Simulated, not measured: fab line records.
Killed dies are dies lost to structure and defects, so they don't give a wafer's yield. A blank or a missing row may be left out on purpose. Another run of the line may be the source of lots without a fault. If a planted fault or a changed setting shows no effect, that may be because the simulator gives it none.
fab line records	flow n5-finfet
record lots=7	wafers=21
route steps=1938 shown BEOL_M8@1342 BEOL_M9@1425 BEOL_M10@1496 BEOL_M11@1542
start-h: hours from the record's opening day to when the first of the lot's shown wafers began	wait-h: hours elapsed since this lot's preceding step	" repeats the value in the row above	L1.1+2: one row covering several wafers at once	- no value, or no start was given	* or withheld: withheld	< > ~ a bound
route shown NAME@n: names a module that has steps shown in the file, with the first one's number in the route	usual: mean and standard deviation over wafers with no fault	same: alike in all rows	chamber/n: place in a boat	sites: readings site by site	_std_site: standard deviation of those values	_edge_site: mean of outer sites minus mean of inner sites	radius-mm: how far each site lies from the wafer's centre	mask NAME#n: copy n	behind: the last tool/chamber to shape the wafer	hold: why the lot went on hold/how many hours it stayed there/how the hold came to an end	device: transistor that didn't switch, given as n, p or np	end of line: the same wafers' tests at the end of the route	where a step has no rows: the recipe by itself	killed: count of dies lost to structure and defects at first sort (not the wafer's yield)	map: dies across one wafer; x = killed, . = not, _ = none there
set.NAME: setting as actually run; set.NAME@STEP: the setting as run at that earlier step	model.NAME: the simulator's own value behind a step, which no gauge read
lots with deliberately changed settings; one table per step, one row per wafer
## steps
# step N5_BEOL_M8_EXPOSE_08
# recipe mask-id=M8	na=1.35	source-shape=dipole	sigma-inner=0.817	sigma-outer=0.97	polarization=te	dose-mj=68.25
lot.wafer	tool	chamber	start-h	wait-h	mask	set.dose-mj
L075.2+5	arfi-scanner-02	0	237.55	-	M8#0	65.71
L075.4	"	0	"	"	M8#0	68.25
L077.1+3	arfi-scanner-03	0	248.47	-	M8#0	70.67
L077.2	"	0	"	"	M8#0	68.25
L083.2+4+5	arfi-scanner-02	0	260.53	-	M8#0	68.25
L080.1+3+6	arfi-scanner-02	0	273.76	-	M8#0	68.25
L085.3+5	arfi-scanner-02	0	296.56	-	M8#0	63.31
L085.6	"	0	"	"	M8#0	68.25
L090.2+5	arfi-scanner-02	0	307.50	-	M8#0	68.25
L090.6	"	0	"	"	M8#0	72.49
L091.2	arfi-scanner-02	0	331.25	-	M8#0	70.29
L091.3+4	"	0	"	"	M8#0	68.25
# step N5_BEOL_M8_PEB_09
# recipe peb-temp-c=withheld	peb-time-s=60	resist=CAR-ArF
# step N5_BEOL_M8_DEVELOP_10
# recipe develop-time-s=30	developer=TMAH	resist=CAR-ArF	rinse-liquid=diw	dry=air-spin	dev-temp-c=23
# step N5_BEOL_M8_CD_MEAS_11
# recipe target-cd-nm=38.5	landing-energy-ev=500	detector=se-inlens	polarity=opening
# usual cd-nm=38.4/0.4
lot.wafer	tool	chamber	start-h	wait-h	set.dose-mj@BEOL_M8_EXPOSE_08	cd-nm
L075.2	cd-sem-02	0	237.67	-	65.71	36.4
L075.4	"	0	"	"	68.25	38.1
L075.5	"	0	"	"	65.71	36.1
L077.1	cd-sem-01	0	248.60	-	70.67	39.4
L077.2	"	0	"	"	68.25	37.9
L077.3	"	0	"	"	70.67	40.0
L083.2	cd-sem-01	0	260.65	-	68.25	38.4
L083.4	"	0	"	"	68.25	37.9
L083.5	"	0	"	"	68.25	38.1
L080.1	cd-sem-01	0	273.89	-	68.25	38.6
L080.3	"	0	"	"	68.25	39.1
L080.6	"	0	"	"	68.25	38.6
L085.3	cd-sem-03	0	296.68	-	63.31	35.7
L085.5	"	0	"	"	63.31	35.5
L085.6	"	0	"	"	68.25	38.6
L090.2	cd-sem-01	0	307.62	-	68.25	38.1
L090.5	"	0	"	"	68.25	38.3
L090.6	"	0	"	"	72.49	41.3
L091.2	cd-sem-02	0	331.38	-	70.29	39.5
L091.3	"	0	"	"	68.25	38.3
L091.4	"	0	"	"	68.25	38.3
# step N5_BEOL_M8_DESCUM_16
# recipe chemistry=O2	time-s=7.9	source-power-w=50	bias-power-w=20	pressure-mtorr=20	rf-frequency-hz=2.712e+07	temp-c=40	resist=CAR-ArF	o2-flow-sccm=225
# step N5_BEOL_M8_ETCH_61
# recipe chemistry=CF4	target=SiARC	target-depth-a=455	mask-material=CAR-ArF	time-s=75.8	ion-energy-ev=80	pressure-mtorr=40	source-w=545	bias-w=36	Ar_flow_sccm=100	cf4-flow-sccm=100	ends=cleared
lot.wafer	tool	chamber	start-h	wait-h	set.dose-mj@BEOL_M8_EXPOSE_08	model.BEOL_M8.cd-offset-nm
L075.2	rie-diel-01	1	237.79	0.0	65.71	-2
L075.4	"	0	"	"	68.25	0.2
L075.5	"	2	"	"	65.71	-2.2
L077.1	rie-diel-01	3	248.72	0.0	70.67	1.4
L077.2	"	0	"	"	68.25	0.2
L077.3	"	2	"	"	70.67	1.2
L083.2	rie-diel-06	0	260.84	0.0	68.25	-0.4
L083.4	"	1	"	"	68.25	-0.8
L083.5	"	2	"	"	68.25	-0.2
L080.1	rie-diel-06	3	274.06	0.0	68.25	0.4
L080.3	"	2	"	"	68.25	0.2
L080.6	"	2	"	"	68.25	0
L085.3+5	rie-diel-06	3,1	296.80	0.0	63.31	-3.2
L085.6	"	2	"	"	68.25	0.2
L090.2+5	rie-diel-01	3	307.76	0.0	68.25	-0.4
L090.6	"	2	"	"	72.49	2.6
L091.2	rie-diel-06	3	331.50	0.0	70.29	1.2
L091.3	"	1	"	"	68.25	-0.4
L091.4	"	2	"	"	68.25	0
# step N5_BEOL_M8_ETCH_62
# recipe chemistry=N2/H2	target=SOC	target-depth-a=1100	overetch-a=220	mask-material=SiARC	temp-c=40	time-s=165	ion-energy-ev=200	pressure-mtorr=30	source-w=840	bias-w=150	n2-flow-sccm=200	h2-flow-sccm=200
# step N5_BEOL_M8_STRIP_68
# recipe chemistry=N2/H2	temp-c=40	n2-flow-sccm=200	h2-flow-sccm=200	rf-frequency-hz=6e+07
# step N5_BEOL_M8_HM_OPEN_17
# recipe chemistry=Cl2/BCl3	target-depth-a=200	overetch-a=60	target=TiN	mask-material=SOC	ion-energy-ev=150	pressure-mtorr=10	icp-w=1000	bias-w=126	Cl2_flow_sccm=53.25	bcl3-flow-sccm=21.75	Ar_flow_sccm=25
# step N5_BEOL_M8_STRIP_19
# recipe chemistry=O2	power-w=400	temp-c=40	pressure-mtorr=30	rf-frequency-hz=6e+07	bias-power-w=0	overash-fraction=0.2	o2-flow-sccm=225
# step N5_BEOL_M8_CD_MEAS_18
# recipe pitch-nm=80	target-cd-nm=40
# usual cd-nm=39.9/0.42
lot.wafer	tool	chamber	start-h	wait-h	set.dose-mj@BEOL_M8_EXPOSE_08	cd-nm
L075.2	cd-sem-02	-	238.22	0.1	65.71	38.1
L075.4	"	-	"	"	68.25	39.9
L075.5	"	-	"	"	65.71	37.5
L077.1	cd-sem-02	-	249.24	0.0	70.67	41.4
L077.2	"	-	"	"	68.25	39.9
L077.3	"	-	"	"	70.67	41.0
L083.2	cd-sem-03	-	261.27	0.1	68.25	39.9
L083.4	"	-	"	"	68.25	39.2
L083.5	"	-	"	"	68.25	40.1
L080.1	cd-sem-03	-	274.48	0.0	68.25	40.0
L080.3	"	-	"	"	68.25	40.0
L080.6	"	-	"	"	68.25	40.1
L085.3	cd-sem-02	-	297.23	0.1	63.31	36.9
L085.5	"	-	"	"	63.31	36.8
L085.6	"	-	"	"	68.25	40.2
L090.2	cd-sem-01	-	308.19	0.1	68.25	39.5
L090.5	"	-	"	"	68.25	39.6
L090.6	"	-	"	"	72.49	42.3
L091.2	cd-sem-01	-	332.53	0.1	70.29	41.2
L091.3	"	-	"	"	68.25	39.7
L091.4	"	-	"	"	68.25	40.1
# step N5_BEOL_M8_COAT_63
# recipe resist=SOC	temp-c=250	time-s=60	spin-rpm=1500	resist-thk-nm=60
# step N5_BEOL_M8_COAT_64
# recipe resist=SiARC	temp-c=220	time-s=60	spin-rpm=1500	resist-thk-nm=12
# step N5_BEOL_M8_PRECLEAN_42
# recipe chemistry=residue-remover	time-s=60	temp-c=40
# step N5_BEOL_M8_SRD_43
# recipe time-s=30	temp-c=23	rinse-liquid=diw	dry=ipa-marangoni
# step N5_BEOL_M8_CD_MEAS_35
# recipe target-cd-nm=40	polarity=opening
# usual cd-nm=39.9/0.44
lot.wafer	tool	chamber	start-h	wait-h	set.dose-mj@BEOL_M8_EXPOSE_08	cd-nm
L075.2	cd-sem-01	-	239.56	0.0	65.71	38.5
L075.4	"	-	"	"	68.25	40.0
L075.5	"	-	"	"	65.71	37.2
L077.1	cd-sem-03	-	250.48	0.0	70.67	41.5
L077.2	"	-	"	"	68.25	39.8
L077.3	"	-	"	"	70.67	41.2
L083.2	cd-sem-03	-	264.85	0.0	68.25	39.8
L083.4	"	-	"	"	68.25	39.6
L083.5	"	-	"	"	68.25	40.0
L080.1	cd-sem-02	-	275.66	0.0	68.25	40.1
L080.3	"	-	"	"	68.25	40.0
L080.6	"	-	"	"	68.25	40.2
L085.3	cd-sem-02	-	299.22	0.0	63.31	36.7
L085.5	"	-	"	"	63.31	36.8
L085.6	"	-	"	"	68.25	40.4
L090.2	cd-sem-03	-	311.26	0.0	68.25	39.5
L090.5	"	-	"	"	68.25	39.5
L090.6	"	-	"	"	72.49	42.5
L091.2	cd-sem-01	-	334.36	0.0	70.29	41.4
L091.3	"	-	"	"	68.25	39.8
L091.4	"	-	"	"	68.25	40.0
# step N5_BEOL_M9_COAT_63
# recipe resist=SOC	temp-c=250	time-s=60	spin-rpm=1500	resist-thk-nm=60
lot.wafer	tool	chamber	start-h	wait-h	set.spin-rpm	model.SOC_of_BEOL_M9_COAT_63.thk-nm
L075.2+4	litho-track-04	0	249.24	0.9	1500	60.2
L075.5	"	0	"	"	1500	60
L077.1+2+3	litho-track-04	0	257.93	0.6	1500	60.2
L083.2+4+5	litho-track-04	0	271.24	0.0	1500	59.8
L080.1+3+6	litho-track-04	0	283.60	1.6	1500	59.8
L085.3	litho-track-05	0	306.86	2.3	1500	60
L085.5	"	0	"	"	1642	57.6
L085.6	"	0	"	"	1642	57.4
L090.2+6	litho-track-05	0	318.79	0.1	1500	60.2
L090.5	"	0	"	"	1363	63.4
L091.2	litho-track-01	0	341.10	1.0	1500	59.8
L091.3	"	0	"	"	1500	60
L091.4	"	0	"	"	1341	63.6
# step N5_BEOL_M9_COAT_22
# recipe resist=CAR-EUV	spin-rpm=1500	resist-thk-nm=30
lot.wafer	tool	chamber	start-h	wait-h	set.spin-rpm	model.CAR-EUV_of_BEOL_M9_COAT_22.thk-nm
L075.2	litho-track-04	0	-	-	1500	30
L075.4	"	0	"	"	1500	30.2
L075.5	"	0	"	"	1590	29.2
L077.1	litho-track-04	0	-	-	1500	30.2
L077.2+3	"	0	"	"	1393	31.2
L083.2+4+5	litho-track-04	0	-	-	1500	30
L080.1+6	litho-track-04	0	-	-	1500	30
L080.3	"	0	"	"	1455	30.4
L085.3	litho-track-05	0	-	-	1434	30.8
L085.5	"	0	"	"	1434	30.6
L085.6	"	0	"	"	1500	30
L090.2+5	litho-track-05	0	-	-	1500	30
L090.6	"	0	"	"	1605	29
L091.2+4	litho-track-01	0	-	-	1500	30
L091.3	"	0	"	"	1439	30.4
# step N5_BEOL_M9_EBR_24
# recipe solvent=PGMEA	ebr-width-mm=1.5
# step N5_BEOL_M9_SOFTBAKE_23
# recipe temp-c=110	time-s=60	resist=CAR-EUV
# step N5_BEOL_M9_EXPOSE_25
# recipe mask-id=V8	na=0.33	source-shape=annular	sigma-inner=0.4	sigma-outer=0.8	polarization=unpolarized	dose-mj=37.25
# step N5_BEOL_M9_PEB_26
# recipe peb-temp-c=100	peb-time-s=60	resist=CAR-EUV
# step N5_BEOL_M9_DEVELOP_27
# recipe develop-time-s=30	developer=TMAH	resist=CAR-EUV	rinse-liquid=surfactant-rinse	dry=air-spin	dev-temp-c=23
lot.wafer	tool	chamber	start-h	wait-h	set.spin-rpm@BEOL_M9_COAT_22	model.CAR-EUV_of_BEOL_M9_COAT_22.thk-nm
L075.2+4	litho-track-01	0	-	-	1500	29.6
L075.5	"	0	"	"	1590	28.8
L077.1	litho-track-05	0	-	-	1500	29.6
L077.2+3	"	0	"	"	1393	30.8
L083.2+4	litho-track-04	0	-	-	1500	29.4
L083.5	"	0	"	"	1500	29.6
L080.1+6	litho-track-04	0	-	-	1500	29.6
L080.3	"	0	"	"	1455	30
L085.3+5	litho-track-04	0	-	-	1434	30.2
L085.6	"	0	"	"	1500	29.6
L090.2+5	litho-track-01	0	-	-	1500	29.6
L090.6	"	0	"	"	1605	28.4
L091.2+4	litho-track-01	0	-	-	1500	29.6
L091.3	"	0	"	"	1439	30
# step N5_BEOL_M9_ETCH_76
# recipe chemistry=N2/H2	target=underlayer	target-depth-a=65	mask-material=CAR-EUV	time-s=5.2	ion-energy-ev=200	pressure-mtorr=30	source-w=840	bias-w=150	n2-flow-sccm=200	h2-flow-sccm=200	ends=cleared
# step N5_BEOL_M9_ETCH_65
# recipe chemistry=CF4	target=SiARC	target-depth-a=156	mask-material=CAR-EUV	time-s=26	ion-energy-ev=80	pressure-mtorr=40	source-w=545	bias-w=36	Ar_flow_sccm=100	cf4-flow-sccm=100	ends=cleared
# step N5_BEOL_M9_ETCH_66
# recipe chemistry=N2/H2	target=SOC	target-depth-a=800	overetch-a=160	mask-material=SiARC	temp-c=40	time-s=120	ion-energy-ev=200	pressure-mtorr=30	source-w=840	bias-w=150	n2-flow-sccm=200	h2-flow-sccm=200
lot.wafer	tool	chamber	start-h	wait-h	set.spin-rpm@BEOL_M9_COAT_63	model.etch.depth-nm
L075.2+4	rie-diel-05	1,3	249.71	0.0	1500	60.11
L075.5	"	1	"	"	1500	60.09
L077.1	rie-diel-04	2	258.40	0.0	1500	60.23
L077.2	"	1	"	"	1500	60.2
L077.3	"	0	"	"	1500	60.24
L083.2	rie-diel-05	3	271.70	0.0	1500	59.87
L083.4	"	2	"	"	1500	59.76
L083.5	"	1	"	"	1500	59.83
L080.1	rie-diel-05	3	284.11	0.0	1500	59.81
L080.3	"	2	"	"	1500	59.83
L080.6	"	0	"	"	1500	59.79
L085.3	rie-diel-04	3	307.32	0.0	1500	60.01
L085.5	"	1	"	"	1642	57.54
L085.6	"	2	"	"	1642	57.47
L090.2	rie-diel-05	2	319.43	0.0	1500	60.29
L090.5	"	0	"	"	1363	63.33
L090.6	"	2	"	"	1500	60.2
L091.2	rie-diel-05	2	341.69	0.0	1500	59.88
L091.3	"	3	"	"	1500	59.97
L091.4	"	1	"	"	1341	63.52
# step N5_BEOL_M10_COAT_22
# recipe resist=CAR-ArF	spin-rpm=1500	resist-thk-nm=90
lot.wafer	tool	chamber	start-h	wait-h	set.spin-rpm	model.CAR-ArF_of_BEOL_M10_COAT_22.thk-nm
L075.2	litho-track-02	0	-	-	1425	92.6
L075.4	"	0	"	"	1425	92.2
L075.5	"	0	"	"	1500	90
L077.1	litho-track-01	0	-	-	1613	86.8
L077.2	"	0	"	"	1613	87
L077.3	"	0	"	"	1500	90
L083.2+5	litho-track-03	0	-	-	1500	90.4
L083.4	"	0	"	"	1500	90.2
L080.1	litho-track-01	0	-	-	1500	90
L080.3	"	0	"	"	1336	95.8
L080.6	"	0	"	"	1500	89.8
L085.3	litho-track-01	0	-	-	1431	91.8
L085.5	"	0	"	"	1431	92
L085.6	"	0	"	"	1500	89.8
L090.2	litho-track-01	0	-	-	1500	89.6
L090.5	"	0	"	"	1500	90
L090.6	"	0	"	"	1447	91.2
L091.2+3	litho-track-02	0	-	-	1500	89.8
L091.4	"	0	"	"	1500	90.2
# step N5_BEOL_M10_EXPOSE_25
# recipe mask-id=V9	na=1.35	source-shape=annular	sigma-inner=0.5	sigma-outer=0.8	polarization=unpolarized	dose-mj=85.5
lot.wafer	tool	chamber	start-h	wait-h	mask	set.dose-mj
L075.2+5	arfi-scanner-02	0	255.73	-	V9#0	91.08
L075.4	"	0	"	"	V9#0	85.5
L077.1+3	arfi-scanner-03	0	267.48	-	V9#0	85.5
L077.2	"	0	"	"	V9#0	82.36
L083.2+4+5	arfi-scanner-01	0	278.66	-	V9#0	85.5
L080.1+3+6	arfi-scanner-01	0	292.88	-	V9#0	85.5
L085.3+5+6	arfi-scanner-03	0	316.61	-	V9#0	90.56
L090.2	arfi-scanner-01	0	326.62	-	V9#0	85.5
L090.5+6	"	0	"	"	V9#0	82.33
L091.2	arfi-scanner-01	0	348.40	-	V9#0	85.5
L091.3+4	"	0	"	"	V9#0	88.31
# step N5_BEOL_M10_PEB_26
# recipe peb-temp-c=withheld	peb-time-s=60	resist=CAR-ArF
# step N5_BEOL_M10_DEVELOP_27
# recipe develop-time-s=30	developer=TMAH	resist=CAR-ArF	rinse-liquid=diw	dry=air-spin	dev-temp-c=23
# step N5_BEOL_M10_CD_MEAS_28
# recipe target-cd-nm=70	landing-energy-ev=500	detector=se-inlens	polarity=opening
# usual cd-nm=70.2/0.81
lot.wafer	tool	chamber	start-h	wait-h	set.dose-mj@BEOL_M10_EXPOSE_25	cd-nm
L075.2	cd-sem-03	0	255.86	-	91.08	76.3
L075.4	"	0	"	"	85.5	71.4
L075.5	"	0	"	"	91.08	76.9
L077.1	cd-sem-03	0	267.61	-	85.5	70.3
L077.2	"	0	"	"	82.36	66.7
L077.3	"	0	"	"	85.5	69.4
L083.2	cd-sem-02	0	278.79	-	85.5	70.7
L083.4	"	0	"	"	85.5	69.8
L083.5	"	0	"	"	85.5	70.1
L080.1	cd-sem-03	0	293.01	-	85.5	71.2
L080.3	"	0	"	"	85.5	69.6
L080.6	"	0	"	"	85.5	71.3
L085.3	cd-sem-03	0	316.73	-	90.56	74.9
L085.5	"	0	"	"	90.56	74.6
L085.6	"	0	"	"	90.56	74.7
L090.2	cd-sem-03	0	326.75	-	85.5	70.6
L090.5	"	0	"	"	82.33	66.6
L090.6	"	0	"	"	82.33	67.0
L091.2	cd-sem-01	0	348.53	-	85.5	70.6
L091.3	"	0	"	"	88.31	73.2
L091.4	"	0	"	"	88.31	72.9
# step N5_BEOL_M10_DESCUM_33
# recipe chemistry=O2	time-s=7.9	source-power-w=50	bias-power-w=20	pressure-mtorr=20	rf-frequency-hz=2.712e+07	temp-c=40	resist=CAR-ArF	o2-flow-sccm=225
lot.wafer	tool	chamber	start-h	wait-h	set.spin-rpm@BEOL_M10_COAT_22	model.CAR-ArF_of_BEOL_M10_COAT_22.thk-nm
L075.2	rie-diel-03	2	256.53	0.6	1425	86
L075.4	"	0	"	"	1425	85.6
L075.5	"	2	"	"	1500	83.4
L077.1+2	rie-diel-06	0,2	267.70	0.0	1613	80.4
L077.3	"	1	"	"	1500	83.4
L083.2+5	rie-diel-06	3,0	279.01	0.2	1500	83.8
L083.4	"	3	"	"	1500	83.6
L080.1+6	rie-diel-06	0,2	293.10	0.0	1500	83.4
L080.3	"	3	"	"	1336	89.2
L085.3+5	rie-diel-01	3,0	316.81	0.0	1431	85.4
L085.6	"	3	"	"	1500	83.2
L090.2	rie-diel-06	0	326.84	0.0	1500	83
L090.5	"	2	"	"	1500	83.4
L090.6	"	1	"	"	1447	84.8
L091.2	rie-diel-01	3	348.62	0.0	1500	83.4
L091.3	"	2	"	"	1500	83.2
L091.4	"	0	"	"	1500	83.6
# step N5_BEOL_M11_COAT_60
# recipe resist=SiARC	temp-c=220	time-s=60	spin-rpm=1500	resist-thk-nm=30
lot.wafer	tool	chamber	start-h	wait-h	set.spin-rpm	model.SiARC_of_BEOL_M11_COAT_60.thk-nm
L075.2+4	litho-track-04	0	-	-	1500	30.2
L075.5	"	0	"	"	1432	30.8
L077.1	litho-track-04	0	-	-	1500	30
L077.2	"	0	"	"	1454	30.6
L077.3	"	0	"	"	1454	30.4
L083.2+4+5	litho-track-04	0	-	-	1500	30
L080.1+3+6	litho-track-03	0	-	-	1500	30
L085.3+6	litho-track-05	0	-	-	1500	30
L085.5	"	0	"	"	1662	28.4
L090.2+5+6	litho-track-05	0	-	-	1599	29
L091.2	litho-track-04	0	-	-	1441	30.4
L091.3+4	"	0	"	"	1441	30.6
## key
split step=N5_BEOL_M8_EXPOSE_08	setting=dose-mj	stated=68.25	by=wafer
response step=N5_BEOL_M8_CD_MEAS_11	reading=cd-nm	change=+0.464	per=1%	r=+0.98
response step=N5_BEOL_M8_ETCH_61	reading=model.BEOL_M8.cd-offset-nm	change=+0.474	per=1%	r=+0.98
response step=N5_BEOL_M8_CD_MEAS_18	reading=cd-nm	change=+0.459	per=1%	r=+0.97
response step=N5_BEOL_M8_CD_MEAS_35	reading=cd-nm	change=+0.497	per=1%	r=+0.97
split step=N5_BEOL_M9_COAT_63	setting=spin-rpm	stated=1500	by=wafer
response step=N5_BEOL_M9_COAT_63	reading=model.SOC_of_BEOL_M9_COAT_63.thk-nm	change=-0.323	per=1%	r=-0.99
response step=N5_BEOL_M9_ETCH_66	reading=model.etch.depth-nm	change=-0.315	per=1%	r=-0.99
split step=N5_BEOL_M9_COAT_22	setting=spin-rpm	stated=1500	by=wafer
response step=N5_BEOL_M9_COAT_22	reading=model.CAR-EUV_of_BEOL_M9_COAT_22.thk-nm	change=-0.141	per=1%	r=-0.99
response step=N5_BEOL_M9_DEVELOP_27	reading=model.CAR-EUV_of_BEOL_M9_COAT_22.thk-nm	change=-0.151	per=1%	r=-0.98
split step=N5_BEOL_M10_COAT_22	setting=spin-rpm	stated=1500	by=wafer
response step=N5_BEOL_M10_COAT_22	reading=model.CAR-ArF_of_BEOL_M10_COAT_22.thk-nm	change=-0.487	per=1%	r=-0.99
response step=N5_BEOL_M10_DESCUM_33	reading=model.CAR-ArF_of_BEOL_M10_COAT_22.thk-nm	change=-0.484	per=1%	r=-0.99
split step=N5_BEOL_M10_EXPOSE_25	setting=dose-mj	stated=85.5	by=wafer
response step=N5_BEOL_M10_CD_MEAS_28	reading=cd-nm	change=+0.837	per=1%	r=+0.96
split step=N5_BEOL_M11_COAT_60	setting=spin-rpm	stated=1500	by=wafer
response step=N5_BEOL_M11_COAT_60	reading=model.SiARC_of_BEOL_M11_COAT_60.thk-nm	change=-0.147	per=1%	r=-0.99
